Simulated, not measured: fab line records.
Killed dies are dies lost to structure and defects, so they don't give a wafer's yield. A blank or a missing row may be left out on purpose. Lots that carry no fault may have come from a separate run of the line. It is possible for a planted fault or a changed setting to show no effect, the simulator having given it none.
Which tool did it?	flow n5 finfet	72 wafers from 24 lots sampled at 5 of the route's 1938 steps

## WHAT THE GAUGES SHOWED, per wafer
N5_BEOL_M0_SAQP_INSPECT_42: inspects for defects (brightfield).
lot	measured	on	raw defect count
L074	day 5 12:31	defect inspect-01	205 184 185
L075	day 6 09:23	defect inspect-02	228 380 347
L076	day 6 13:14	defect inspect-01	187 341 237
L077	day 6 15:18	defect inspect-02	325 294 348
L078	day 6 16:20	defect inspect-01	315 452 326
L079	day 7 01:46	defect inspect-01	226 261 240
L080	day 7 09:07	defect inspect-02	430 288 416
L081	day 7 15:41	defect inspect-01	187 205 241
L082	day 7 16:32	defect inspect-02	339 236 263
L083	day 7 21:49	defect inspect-02	369 328 551
L084	day 8 02:42	defect inspect-01	273 216 322
L085	day 8 14:15	defect inspect-02	243 206 221
L086	day 8 20:30	defect inspect-01	251 286 209
L087	day 9 03:11	defect inspect-01	188 274 181
L088	day 9 10:45	defect inspect-02	269 248 250
L089	day 9 14:30	defect inspect-02	156 177 317
L090	day 9 19:41	defect inspect-01	378 385 241
L091	day 10 02:22	defect inspect-01	445 262 221
L092	day 10 05:31	defect inspect-02	218 130 284
L093	day 10 09:17	defect inspect-01	309 184 253
L094	day 10 13:44	defect inspect-01	214 291 190
L095	day 10 19:14	defect inspect-01	209 356 301
L096	day 11 04:28	defect inspect-02	201 272 150
L097	day 11 14:29	defect inspect-01	330 298 361

## WHAT TOOL EACH LOT RAN ON (gives the tool, then ch and the chambers of the sampled wafers, and finally the start)
lot	N5_BEOL_M0_SAQP_ETCH_101	N5_BEOL_M0_SAQP_ETCH_102	N5_BEOL_M0_SAQP_RECESS_109	N5_BEOL_M0_SAQP_SPACER2_ALD_26
L074	rie diel-03 ch 1,3, day 5 10:23	rie si-01 ch 0,1,3, day 5 10:30	vapor etch-02 ch 0,1, day 5 11:16	ald sin-03 ch 0,3, day 5 11:22
L075	rie diel-02 ch 2,3, day 6 07:11	rie si-05 ch 0,1,3, day 6 07:17	vapor etch-02 ch 0,1, day 6 08:01	ald sin-01 ch 0,3, day 6 08:10
L076	rie diel-02 ch 0,2,3, day 6 09:05	rie si-05 ch 1,3, day 6 09:11	vapor etch-02 ch 0,1, day 6 09:58	ald sin-01 ch 0,1,2, day 6 12:05
L077	rie diel-02 ch 1,2, day 6 13:04	rie si-05 ch 0,3, day 6 13:11	vapor etch-02 ch 0,1, day 6 14:01	ald sin-01 ch 0,1,2, day 6 14:09
L078	rie diel-02 ch 1,2, day 6 13:42	rie si-06 ch 0,1,3, day 6 13:49	vapor etch-01 ch 0,1, day 6 14:47	ald sin-01 ch 1,2,3, day 6 15:12
L079	rie diel-06 ch 0,1,2, day 6 23:20	rie si-05 ch 0,1,2, day 6 23:26	vapor etch-02 ch 0,1, day 7 00:20	ald sin-01 ch 1,3, day 7 00:28
L080	rie diel-06 ch 0,3, day 7 06:50	rie si-05 ch 0,1,2, day 7 06:57	vapor etch-01 ch 0,1, day 7 07:43	ald sin-01 ch 0,3, day 7 07:51
L081	rie diel-03 ch 0,1,3, day 7 13:34	rie si-01 ch 1,3, day 7 13:40	vapor etch-01 ch 0,1, day 7 14:24	ald sin-02 ch 1,2,3, day 7 14:33
L082	rie diel-03 ch 0,2,3, day 7 14:19	rie si-01 ch 1,3, day 7 14:25	vapor etch-01 ch 0, day 7 15:08	ald sin-01 ch 0,3, day 7 15:17
L083	rie diel-03 ch 1,3, day 7 19:34	rie si-05 ch 2,3, day 7 19:40	vapor etch-01 ch 0,1, day 7 20:24	ald sin-02 ch 0,1,3, day 7 20:32
L084	rie diel-02 ch 2,3, day 8 00:35	rie si-01 ch 2,3, day 8 00:41	vapor etch-02 ch 0,1, day 8 01:25	ald sin-03 ch 1,2,3, day 8 01:34
L085	rie diel-06 ch 0,1,2, day 8 10:16	rie si-06 ch 2,3, day 8 10:23	vapor etch-01 ch 1, day 8 11:13	ald sin-03 ch 1,2, day 8 13:04
L086	rie diel-02 ch 0,1,2, day 8 16:29	rie si-01 ch 0,1,2, day 8 16:36	vapor etch-01 ch 0,1, day 8 17:23	ald sin-01 ch 0,1,2, day 8 18:52
L087	rie diel-03 ch 0,1,2, day 9 01:04	rie si-01 ch 1,2, day 9 01:10	vapor etch-01 ch 0,1, day 9 01:56	ald sin-01 ch 0,1,3, day 9 02:02
L088	rie diel-06 ch 1,2,3, day 9 08:29	rie si-01 ch 0,1,3, day 9 08:35	vapor etch-01 ch 1, day 9 09:28	ald sin-02 ch 1,2, day 9 09:37
L089	rie diel-03 ch 0,2,3, day 9 12:13	rie si-06 ch 1,2, day 9 12:19	vapor etch-02 ch 0,1, day 9 13:05	ald sin-02 ch 0,1,2, day 9 13:13
L090	rie diel-03 ch 0,3, day 9 17:27	rie si-01 ch 0,1,2, day 9 17:34	vapor etch-02 ch 0,1, day 9 18:17	ald sin-03 ch 0,1,2, day 9 18:25
L091	rie diel-03 ch 0,1,2, day 9 23:50	rie si-01 ch 2,3, day 9 23:56	vapor etch-02 ch 1, day 10 00:40	ald sin-01 ch 0,3, day 10 01:12
L092	rie diel-03 ch 2,3, day 10 03:21	rie si-05 ch 2,3, day 10 03:28	vapor etch-01 ch 0,1, day 10 04:14	ald sin-03 ch 0,3, day 10 04:20
L093	rie diel-02 ch 0,2, day 10 07:11	rie si-06 ch 2,3, day 10 07:17	vapor etch-01 ch 1, day 10 08:01	ald sin-02 ch 1,3, day 10 08:09
L094	rie diel-06 ch 0,1,3, day 10 11:30	rie si-01 ch 1,2, day 10 11:36	vapor etch-01 ch 0,1, day 10 12:19	ald sin-02 ch 0,2,3, day 10 12:35
L095	rie diel-03 ch 0,1,2, day 10 17:02	rie si-01 ch 0,3, day 10 17:08	vapor etch-01 ch 0,1, day 10 17:55	ald sin-01 ch 1,2, day 10 18:03
L096	rie diel-03 ch 0,2, day 11 02:14	rie si-01 ch 1,3, day 11 02:20	vapor etch-02 ch 0,1, day 11 03:07	ald sin-02 ch 0,1,2, day 11 03:16
L097	rie diel-02 ch 0,2,3, day 11 12:08	rie si-01 ch 2,3, day 11 12:14	vapor etch-02 ch 0,1, day 11 13:08	ald sin-01 ch 1,2, day 11 13:17
- N5_BEOL_M0_SAQP_ETCH_101: etches SiNx in CH3F/O2, target depth 29.9 nm, time 42.7 s.
- N5_BEOL_M0_SAQP_ETCH_102: etches SiO2 in CF4, target depth 4 nm, time 4.4 s.
- N5_BEOL_M0_SAQP_RECESS_109: chemistry HF/NH3, target SiO2, target depth 3 nm, afs cycles 1, sublimation time 60 s.
- N5_BEOL_M0_SAQP_SPACER2_ALD_26: deposits SiO2, target thk 15 nm, pulse time 1 s, purge time 2 s.

## WHAT THE TOOLS THEMSELVES READ (means of the sampled wafers that have a number; where no wafer has one, the mark that the record gives instead)
N5_BEOL_M0_SAQP_ETCH_101.
lot	tool	drypump motor current A (A)	oes product au (a.u.)	rf vpp V (V)	showerhead plenum p Torr (Torr)	throttle valve pct (%)
L074	rie diel-03	5.7	0.73	299	2.05	16.60
L075	rie diel-02	5.8	0.71	295	1.90	16.64
L076	rie diel-02	6.0	0.77	297	1.98	16.45
L077	rie diel-02	6.2	0.76	300	2.03	16.27
L078	rie diel-02	6.2	0.76	299	1.98	16.48
L079	rie diel-06	5.8	0.84	297	2.02	16.27
L080	rie diel-06	6.0	0.73	294	2.02	16.39
L081	rie diel-03	6.0	0.78	301	2.01	16.52
L082	rie diel-03	5.8	0.78	301	1.95	16.47
L083	rie diel-03	5.5	0.69	301	2.01	16.72
L084	rie diel-02	5.8	0.91	298	2.06	16.36
L085	rie diel-06	5.8	0.82	297	2.02	16.29
L086	rie diel-02	6.1	0.78	298	2.03	16.29
L087	rie diel-03	5.9	0.79	298	1.99	16.42
L088	rie diel-06	5.7	0.87	297	2.06	16.13
L089	rie diel-03	5.8	0.87	300	1.95	16.33
L090	rie diel-03	6.2	0.91	303	1.96	16.27
L091	rie diel-03	6.0	0.78	299	1.98	16.44
L092	rie diel-03	5.3	0.82	299	1.93	16.41
L093	rie diel-02	6.1	0.79	299	2.04	16.31
L094	rie diel-06	5.9	0.80	293	2.04	16.25
L095	rie diel-03	5.9	0.77	300	1.98	16.45
L096	rie diel-03	5.7	0.78	298	1.92	16.39
L097	rie diel-02	5.9	0.81	298	2.04	16.36

N5_BEOL_M0_SAQP_ETCH_102.
lot	tool	drypump motor current A (A)	oes product au (a.u.)	throttle valve pct (%)
L074	rie si-01	5.4	0.982	21.73
L075	rie si-05	5.6	0.997	21.63
L076	rie si-05	5.5	0.990	21.70
L077	rie si-05	5.7	0.988	21.56
L078	rie si-06	5.8	0.985	21.93
L079	rie si-05	5.6	0.986	21.57
L080	rie si-05	5.7	0.988	21.57
L081	rie si-01	5.7	0.993	21.67
L082	rie si-01	5.7	1.001	21.67
L083	rie si-05	5.8	0.977	21.81
L084	rie si-01	6.2	1.011	21.66
L085	rie si-06	5.6	0.967	21.74
L086	rie si-01	5.5	1.004	21.76
L087	rie si-01	5.9	0.993	21.79
L088	rie si-01	5.4	0.996	21.68
L089	rie si-06	5.7	0.993	21.72
L090	rie si-01	5.5	0.998	21.75
L091	rie si-01	6.2	1.005	21.65
L092	rie si-05	5.8	0.988	21.82
L093	rie si-06	5.6	0.978	21.74
L094	rie si-01	5.9	0.995	21.79
L095	rie si-01	5.3	1.014	21.60
L096	rie si-01	5.7	0.995	21.66
L097	rie si-01	6.2	1.010	21.66

N5_BEOL_M0_SAQP_RECESS_109.
lot	tool	drypump motor current A (A)
L074	vapor etch-02	5.3
L075	vapor etch-02	5.4
L076	vapor etch-02	5.3
L077	vapor etch-02	5.3
L078	vapor etch-01	6.1
L079	vapor etch-02	5.3
L080	vapor etch-01	6.0
L081	vapor etch-01	6.1
L082	vapor etch-01	6.3
L083	vapor etch-01	6.2
L084	vapor etch-02	5.3
L085	vapor etch-01	5.9
L086	vapor etch-01	6.0
L087	vapor etch-01	6.1
L088	vapor etch-01	5.9
L089	vapor etch-02	5.3
L090	vapor etch-02	5.3
L091	vapor etch-02	5.4
L092	vapor etch-01	6.0
L093	vapor etch-01	5.9
L094	vapor etch-01	6.0
L095	vapor etch-01	6.2
L096	vapor etch-02	5.3
L097	vapor etch-02	5.3

N5_BEOL_M0_SAQP_SPACER2_ALD_26.
lot	tool	chamber pressure Torr (Torr)	heater power outer w (W)	heater power w (W)	precursor pulse height rel
L074	ald sin-03	1.998	246	477	0.996
L075	ald sin-01	1.998	243	446	1.002
L076	ald sin-01	2.000	261	459	0.995
L077	ald sin-01	1.998	261	463	0.975
L078	ald sin-01	2.000	252	448	0.997
L079	ald sin-01	2.000	258	428	1.008
L080	ald sin-01	1.995	238	424	1.008
L081	ald sin-02	2.001	252	463	1.007
L082	ald sin-01	2.003	233	426	1.007
L083	ald sin-02	2.002	252	467	0.998
L084	ald sin-03	1.997	294	511	0.967
L085	ald sin-03	2.002	293	482	0.999
L086	ald sin-01	2.002	261	468	0.998
L087	ald sin-01	2.001	249	447	1.012
L088	ald sin-02	2.001	250	463	0.993
L089	ald sin-02	2.001	256	466	1.001
L090	ald sin-03	2.001	266	466	0.994
L091	ald sin-01	1.997	237	424	1.007
L092	ald sin-03	2.002	253	479	0.990
L093	ald sin-02	2.001	235	449	0.992
L094	ald sin-02	2.004	253	460	1.002
L095	ald sin-01	2.006	261	470	0.991
L096	ald sin-02	1.994	262	472	1.003
L097	ald sin-01	1.998	272	460	0.994

## THE ANSWER, worked out from the rows above alone
Rule: the usual values come from the lots themselves. The widest of any qualifying gaps counts: lots, ordered by their means at a reading, are off when they make up no more than a third of the lots, leave a main group of 4 or more, and stand apart from it by 3 or more times the standard deviation of that group's means. Not used: any main group whose means are identical at the precision the tables above print for the reading. A lot without any number at a reading at which 4 lots or more have one is off too. All remaining lots with rows at the step are treated as sound. The gauges are gone through in route order, then the tools' own readings, and for those a lot's mean is taken as printed above. The first step at which some lot is off is used, and at that step the reading that is off furthest; a lot without a number counts as furthest.
Across all readings shown, no lot is off: no conclusion can be drawn from this.

## WHAT THE SIMULATOR PUT IN
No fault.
